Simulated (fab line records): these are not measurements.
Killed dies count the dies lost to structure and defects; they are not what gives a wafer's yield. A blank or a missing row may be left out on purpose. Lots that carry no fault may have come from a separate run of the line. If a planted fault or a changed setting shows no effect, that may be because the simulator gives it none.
A struck lot beside a sound one -- flow nand harc -- 16 steps out of a route of 1302
Sound: wafers L951.2, L951.3, L951.4. Struck: wafers L941.1, L941.2, L941.5. At the end, the cause is stated.
For every step that has rows: the tool of each side, followed by ch and its chambers, followed by its first start. Under that, the readings that differ: sound wafers -- struck wafers -- difference of the means -- sigmas: that difference in standard deviations of wafers without a fault.
alike: words and numbers the same on both sides, and readings whose means are apart by under 2 such deviations; not compared: readings that were withheld, readings missing a value for some wafer, numbers with overlapping values and no deviation given by the record, and bounds like >300 which may hide the same value.
Wherever a step has rows on one side only, a row that says differs or no value, or a row with sigmas, the two part there. When numbers do not overlap yet have no deviation, they are printed without sigmas and do not part them. A reading missing from all wafers of one side parts the sides only when that side holds two or more wafers.

NHARC_A_ONON_D2_THK_MEAS_11: measures by ellipsometry.
  sound on film metro-02, day 19 03:23; struck on film metro-02, day 15 16:41
reading,sound,struck,difference,sigmas
thk nm (nm),1013 1011 1012,995 996 995,-17,-2
then, no rows for these wafers at 1 step: NHARC_A_ONON_D2_DEP_12 (target thk 1000 nm).
NHARC_A_ONON_D2_THK_MEAS_14: measures by ellipsometry.
  sound on film metro-01, day 19 03:57; struck on film metro-02, day 15 17:15
reading,sound,struck,difference,sigmas
thk nm (nm),993 993 994,1023 1021 1021,+28,+3
then, 2 steps without rows for these wafers: NHARC_A_ONON_D2_ANNEAL_15 (time 3600 s); NHARC_A_ONON_D2_DEP_16 (target thk 1000 nm).
NHARC_A_ONON_D2_THK_MEAS_18: measures by ellipsometry.
  sound on film metro-02, day 19 11:25; struck on film metro-02, day 16 00:38
  alike: thk nm
then, no rows for these wafers at 1 step: NHARC_A_ONON_D2_DEP_19 (target thk 1000 nm).
NHARC_A_ONON_D2_THK_MEAS_21: measures by ellipsometry.
  sound on film metro-01, day 19 11:58; struck on film metro-01, day 16 01:12
  alike: thk nm
then, no rows for these wafers at 1 step: NHARC_A_ONON_D2_DEP_22 (target thk 1000 nm).
NHARC_A_ONON_D2_THK_MEAS_24: measures by ellipsometry.
  sound on film metro-02, day 19 12:32; struck on film metro-01, day 16 01:46
  alike: thk nm
then, no rows for these wafers at 1 step: NHARC_A_ONON_D2_DEP_25 (target thk 1000 nm).
NHARC_A_ONON_D2_THK_MEAS_27: measures by ellipsometry.
  sound on film metro-02, day 19 13:06; struck on film metro-02, day 16 02:19
  alike: thk nm
NHARC_A_ONON_D2_DEP_28: target thk 1000 nm.
  sound on pecvd onon-03 ch 0, day 19 13:13; struck on pecvd onon-01 ch 0, day 16 02:23
  alike: n2 flow sccm, nh3 flow sccm, sih4 flow sccm
NHARC_A_ONON_D2_THK_MEAS_30: measures by ellipsometry.
  sound on film metro-02, day 19 13:40; struck on film metro-01, day 16 02:53
reading,sound,struck,difference,sigmas
thk nm (nm),1005 1001 1003,806 804 806,-198,-20
NHARC_A_ONON_D2_DEP_33: deposits SiO2, target thk 200 nm.
  sound on pecvd-02 ch 0,2, day 19 13:43; struck on pecvd-03 ch 1,2, day 16 02:57
  alike: heater power outer w, heater power w, throttle valve pct
-- break in the record here, with 11 days between the starts of the struck wafers on either side (left off in module A_ONON_D2, picked up again in module END, where the first step shown is number 1302 on the route) --
NHARC_END_SORT_01:
  sound on prober-02 ch 0, day 31 05:58; struck on prober-01 ch 0, day 27 07:24
reading,sound,struck,difference,sigmas
killed at array,47 52 54,674 676 677,+625,+39
killed at other,2 3 3,1 0 0,-2,-2
killed dies,51 58 60,677 677 677,+621,+39
  alike: killed at periphery, killed open, killed short

## WHERE THEY PART
At NHARC_A_ONON_D2_THK_MEAS_11 first; at NHARC_END_SORT_01 last (within this record only).

WHY: whatever the simulator had introduced
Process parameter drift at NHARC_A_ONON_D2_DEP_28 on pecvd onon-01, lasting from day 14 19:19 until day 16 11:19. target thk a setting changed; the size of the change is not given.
